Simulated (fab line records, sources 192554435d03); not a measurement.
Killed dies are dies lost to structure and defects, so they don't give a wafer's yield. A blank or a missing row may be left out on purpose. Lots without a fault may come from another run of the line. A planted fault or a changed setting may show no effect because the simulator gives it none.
Chamber matching | flow n5_finfet | N5_MOL_CONTACT_COAG_ETCH_110 on rie_diel-03: 4 sister chambers
The step etches Si in CF4/O2, target depth 2.5 nm, time 8 s. 4 wafers are shown with their chamber, then 7 later ones without.

WAFERS WITH THEIR CHAMBER
wafer  | chamber | drypump_motor_current_A (A)
L085.3 | 1       | 6.3
L085.6 | 3       | 5.7
L088.3 | 0       | 5.1
L088.5 | 2       | 5.6

WAFERS WITHOUT THEIR CHAMBER
wafer  | drypump_motor_current_A (A)
L088.6 | 5.7
L094.3 | 5.6
L094.5 | 6.3
L094.6 | 5.2
L096.3 | 5.1
L096.4 | 5.6
L096.5 | 5.2

WHICH CHAMBER EACH WENT THROUGH
wafer  | from the rows above     | in truth
L088.6 | can't be placed: 3 or 2 | 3
L094.3 | can't be placed: 2 or 3 | 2
L094.5 | 1                       | 1
L094.6 | 0                       | 0
L096.3 | 0                       | 0
L096.4 | can't be placed: 2 or 3 | 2
L096.5 | 0                       | 0
Placed correctly: 4 of 7. Can't be placed from these rows: 3 (the true chamber is among the candidates in 3). Placed wrongly: 0.
How it was worked out, from the rows above alone: a wafer's distance from a chamber is the root of the sum, over the readings, of the square of ((its reading less the chamber's mean) divided by the reading's scatter). The wafer belongs to the nearest chamber; if the next one is less than 2 further off, it can't be placed. A chamber's mean is the mean of its shown wafers. The scatter: with one shown wafer a chamber, the root of the mean of the squares of how far each hidden wafer lies from its nearest shown one.
